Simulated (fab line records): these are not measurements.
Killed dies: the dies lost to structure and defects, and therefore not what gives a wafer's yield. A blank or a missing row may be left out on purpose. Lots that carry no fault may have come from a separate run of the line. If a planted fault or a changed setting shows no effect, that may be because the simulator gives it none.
Which tool is to blame? | flow n5_finfet | 26 wafers from 9 lots sampled at 6 of the route's 1938 steps

== WHAT THE GAUGES READ, wafer by wafer ==
N5_BEOL_M3_CD_MEAS_28: target cd 25.7 nm, target cd y 23.3 nm.
lot  | measured     | on        | cd_nm (nm)
L852 | day 8 09:48  | cd_sem-01 | 25.55 25.58 25.46
L853 | day 8 12:23  | cd_sem-01 | 25.54 25.77 25.40
L854 | day 8 17:28  | cd_sem-02 | 25.73 25.64 25.72
L856 | day 8 23:47  | cd_sem-01 | 26.09 25.80 26.17
L857 | day 9 00:11  | cd_sem-03 | 26.11 25.85 25.98
L858 | day 9 10:05  | cd_sem-03 | 25.86 25.53 25.53
L862 | day 11 02:53 | cd_sem-03 | 25.67 25.90 25.90
L868 | day 13 04:42 | cd_sem-01 | 25.80 25.72
L870 | day 13 10:24 | cd_sem-02 | 25.85 26.03 25.49

N5_BEOL_M3_OCD_MEAS_38.
lot  | measured     | on     | trench_depth_nm (nm)
L852 | day 8 21:13  | ocd-01 | 54.1 53.6 55.5
L853 | day 9 06:43  | ocd-01 | 55.8 54.6 54.6
L854 | day 9 10:04  | ocd-02 | 56.2 55.6 56.8
L856 | day 9 16:55  | ocd-02 | 55.6 54.4 54.4
L857 | day 9 17:04  | ocd-01 | 54.6 56.0 54.1
L858 | day 10 09:10 | ocd-02 | 54.8 55.4 55.9
L862 | day 11 08:03 | ocd-01 | 54.2 55.3 55.4
L868 | day 13 19:15 | ocd-01 | 50.8 51.1
L870 | day 13 23:42 | ocd-02 | 55.4 57.1 56.4

N5_BEOL_M4_RC_MEAS_101.
lot  | measured     | on        | DIBL_N (mV/V)  | DIBL_P (mV/V)  | IOFF_N (nA/um)    | IOFF_P (nA/um)    | ION_N (uA/um) | ION_P (uA/um) | SS_N (mV/dec)  | SS_P (mV/dec)  | VT_N (mV)         | VT_P (mV)
L852 | day 9 18:59  | prober-01 | 35.4 35.3 35.5 | 37.2 36.7 36.8 | 0.147 0.145 0.142 | 0.184 0.182 0.176 | 676 670 670   | 449 456 454   | 71.5 71.5 72.1 | 72.9 73.2 73.9 | 252.4 252.5 255.6 | -253.0 -253.3 -251.6
L853 | day 10 00:52 | prober-01 | 37.5 37.3 39.3 | 36.8 36.6 38.2 | 0.145 0.143 0.168 | 0.188 0.180 0.201 | 653 662 665   | 450 453 455   | 71.6 71.6 72.5 | 73.6 73.6 73.5 | 254.1 252.0 250.0 | -254.0 -252.6 -252.0
L854 | day 10 02:20 | prober-02 | 36.7 36.0 35.7 | 37.4 36.1 35.6 | 0.178 0.155 0.147 | 0.258 0.236 0.217 | 679 667 668   | 466 460 460   | 71.6 71.6 71.5 | 74.1 73.8 73.6 | 245.1 250.2 247.7 | -243.4 -246.4 -246.2
L856 | day 10 04:59 | prober-02 | 35.0 36.5 34.5 | 36.0 37.3 36.1 | 0.131 0.165 0.131 | 0.170 0.196 0.177 | 653 668 650   | 447 458 446   | 71.3 72.1 71.4 | 72.8 74.0 74.1 | 253.0 248.6 252.1 | -252.7 -252.3 -253.2
L857 | day 10 08:15 | prober-02 | 35.1 35.5 36.0 | 36.0 35.5 37.3 | 0.153 0.151 0.173 | 0.219 0.206 0.240 | 669 672 684   | 472 463 472   | 71.1 71.0 70.8 | 73.1 73.2 73.6 | 248.4 249.5 247.6 | -247.9 -250.1 -244.8
L858 | day 11 07:54 | prober-02 | 36.4 34.4 34.4 | 35.8 34.2 33.7 | 0.157 0.134 0.129 | 0.224 0.198 0.191 | 671 666 661   | 462 465 461   | 71.4 70.9 71.1 | 72.4 72.1 72.8 | 251.7 250.7 250.5 | -247.5 -250.9 -251.9
L862 | day 13 02:29 | prober-01 | 37.2 37.8 37.4 | 37.4 37.3 37.1 | 0.169 0.180 0.168 | 0.239 0.244 0.236 | 684 679 679   | 459 466 470   | 72.5 72.3 71.8 | 73.6 73.9 72.7 | 247.4 245.2 250.2 | -250.6 -247.5 -246.4
L868 | day 15 02:38 | prober-01 | 38.0 35.7      | 38.8 35.6      | 0.173 0.134       | 0.213 0.183       | 667 650       | 454 449       | 71.4 71.6      | 73.9 72.8      | 249.4 253.9       | -251.8 -253.9
L870 | day 15 08:37 | prober-01 | 36.0 35.2 35.2 | 36.6 35.6 35.0 | 0.165 0.144 0.141 | 0.215 0.190 0.183 | 682 674 679   | 462 462 466   | 71.3 70.7 71.6 | 73.0 73.1 73.3 | 247.6 250.9 252.5 | -251.8 -250.1 -251.1

== TOOL THAT RAN EACH LOT (tool first, then ch and the chambers of the sampled wafers, then the start) ==
lot  | N5_BEOL_M3_STRIP_36                | N5_BEOL_M3_TRENCH_ETCH_37          | N5_BEOL_M3_PRE_CLEAN_45
L852 | rie_diel-01 ch 1,2,3, day 8 21:01  | rie_diel-01 ch 1,2,3, day 8 21:03  | pvd_sputter-02, day 8 22:07
L853 | rie_diel-01 ch 0,2, day 9 06:32    | rie_diel-01 ch 0,2, day 9 06:34    | pvd_sputter-02, day 9 07:14
L854 | rie_diel-02 ch 2,3, day 9 09:53    | rie_diel-02 ch 2,3, day 9 09:55    | pvd_sputter-03, day 9 10:28
L856 | rie_diel-04 ch 1,2,3, day 9 16:44  | rie_diel-04 ch 1,2,3, day 9 16:46  | pvd_sputter-01, day 9 17:28
L857 | rie_diel-02 ch 0,2, day 9 16:52    | rie_diel-02 ch 0,2, day 9 16:55    | pvd_sputter-03, day 9 17:37
L858 | rie_diel-02 ch 2,3, day 10 08:58   | rie_diel-02 ch 2,3, day 10 09:01   | pvd_sputter-01, day 10 09:44
L862 | rie_diel-02 ch 0,1,2, day 11 07:51 | rie_diel-02 ch 0,1,2, day 11 07:53 | pvd_sputter-01, day 11 08:27
L868 | rie_diel-02 ch 0, day 13 19:04     | rie_diel-02 ch 0, day 13 19:06     | pvd_sputter-03, day 13 19:51
L870 | rie_diel-01 ch 0,1, day 13 23:31   | rie_diel-01 ch 0,1, day 13 23:33   | pvd_sputter-01, day 14 00:11
- N5_BEOL_M3_STRIP_36: strips in N2/H2.
- N5_BEOL_M3_TRENCH_ETCH_37: etches SiOC in C4F6/O2, target depth 55.555 nm, time 29.2 s.
- N5_BEOL_M3_PRE_CLEAN_45: time 30 s.

== AS READ BY THE TOOLS THEMSELVES (means over the sampled wafers that have a number; for cases with no such wafer, the mark the record gives instead) ==
N5_BEOL_M3_STRIP_36.
lot  | tool        | drypump_motor_current_A (A) | h2_flow_sccm (sccm) | oes_product_au (a.u.) | power_w (W) | rf_vpp_V (V) | showerhead_plenum_p_Torr (Torr) | throttle_valve_pct (%)
L852 | rie_diel-01 | 5.1                         | 200.3               | 0.72                  | 448.9       | 60.0         | 2.60                            | 23.72
L853 | rie_diel-01 | 5.1                         | 199.9               | 0.75                  | 448.8       | 60.4         | 2.57                            | 23.64
L854 | rie_diel-02 | 5.0                         | 199.4               | 0.82                  | 449.7       | 60.9         | 2.68                            | 24.03
L856 | rie_diel-04 | 5.8                         | 200.1               | 0.72                  | 448.9       | 58.4         | 2.48                            | 23.60
L857 | rie_diel-02 | 5.0                         | 200.1               | 0.74                  | 449.2       | 60.6         | 2.65                            | 23.96
L858 | rie_diel-02 | 5.3                         | 200.0               | 0.82                  | 451.0       | 59.3         | 2.68                            | 23.68
L862 | rie_diel-02 | 5.0                         | 199.6               | 0.74                  | 449.6       | 60.0         | 2.64                            | 23.88
L868 | rie_diel-02 | 5.0                         | 199.9               | 0.66                  | 449.5       | 58.5         | 2.62                            | 23.80
L870 | rie_diel-01 | 5.7                         | 199.9               | 0.87                  | 450.8       | 59.6         | 2.61                            | 23.76

N5_BEOL_M3_TRENCH_ETCH_37.
lot  | tool        | drypump_motor_current_A (A) | oes_product_au (a.u.) | rf_vpp_V (V) | run_length_s (s) | showerhead_plenum_p_Torr (Torr) | throttle_valve_pct (%)
L852 | rie_diel-01 | 5.1                         | 0.72                  | 665          | 52.6             | 2.91                            | 20.94
L853 | rie_diel-01 | 5.2                         | 0.75                  | 661          | 52.1             | 2.88                            | 20.86
L854 | rie_diel-02 | 5.0                         | 0.83                  | 667          | 52.6             | 3.00                            | 21.08
L856 | rie_diel-04 | 5.7                         | 0.71                  | 663          | 52.9             | 2.79                            | 20.87
L857 | rie_diel-02 | 5.0                         | 0.73                  | 670          | 52.1             | 2.95                            | 21.09
L858 | rie_diel-02 | 5.3                         | 0.81                  | 668          | 52.8             | 2.99                            | 20.85
L862 | rie_diel-02 | 5.0                         | 0.75                  | 666          | 52.2             | 2.96                            | 21.00
L868 | rie_diel-02 | 5.0                         | 0.67                  | 674          | 49.8             | 2.92                            | 21.02
L870 | rie_diel-01 | 5.7                         | 0.87                  | 672          | 52.6             | 2.92                            | 20.79

N5_BEOL_M3_PRE_CLEAN_45.
lot  | tool           | heater_power_w (W) | susceptor_temp_C (C)
L852 | pvd_sputter-02 | 314                | 249.93
L853 | pvd_sputter-02 | 328                | 250.01
L854 | pvd_sputter-03 | 321                | 249.94
L856 | pvd_sputter-01 | 319                | 250.11
L857 | pvd_sputter-03 | 284                | 249.92
L858 | pvd_sputter-01 | 306                | 249.83
L862 | pvd_sputter-01 | 297                | 249.93
L868 | pvd_sputter-03 | 297                | 250.06
L870 | pvd_sputter-01 | 326                | 249.94

== THE ANSWER, worked out from the rows above alone ==
Rule: usual is defined by the lots themselves. The widest of any qualifying gaps counts: lots, ordered by their means at a reading, are off when they make up no more than a third of the lots, leave a main group of 4 or more, and stand apart from it by 3 or more times the standard deviation of that group's means. If all means in a main group match to the digits the tables above print for the reading, that group is not used. A lot without any number at a reading at which 4 lots or more have one is off too. Any other lot the step has rows for is counted as sound. First the gauges in route order, then the tools' own readings, where a lot's mean is used as printed above. At the first step where some lot is off, the reading lying furthest off is the one used; lots without a number count as furthest.
Off at N5_BEOL_M3_OCD_MEAS_38 (trench_depth_nm): L868. The main group has a mean of 55.2 nm with a standard deviation of 0.63.
If a tool, at a process step before that reading, ran all the lots that are off and no sound lot after the first of them, it fits. Not tried: the gauges at N5_BEOL_M3_OCD_MEAS_38; whatever is off there is also off at N5_BEOL_M3_TRENCH_ETCH_37, on other tools, and gauge error can't account for it. One fits: rie_diel-02 at N5_BEOL_M3_STRIP_36 and N5_BEOL_M3_TRENCH_ETCH_37. At N5_BEOL_M3_STRIP_36 its last sound lot is L862 (day 11 07:51), its first lot that is off L868 (day 13 19:04): a fault that began between those two fits.

== WHAT HAD BEEN PUT IN BY THE SIMULATOR ==
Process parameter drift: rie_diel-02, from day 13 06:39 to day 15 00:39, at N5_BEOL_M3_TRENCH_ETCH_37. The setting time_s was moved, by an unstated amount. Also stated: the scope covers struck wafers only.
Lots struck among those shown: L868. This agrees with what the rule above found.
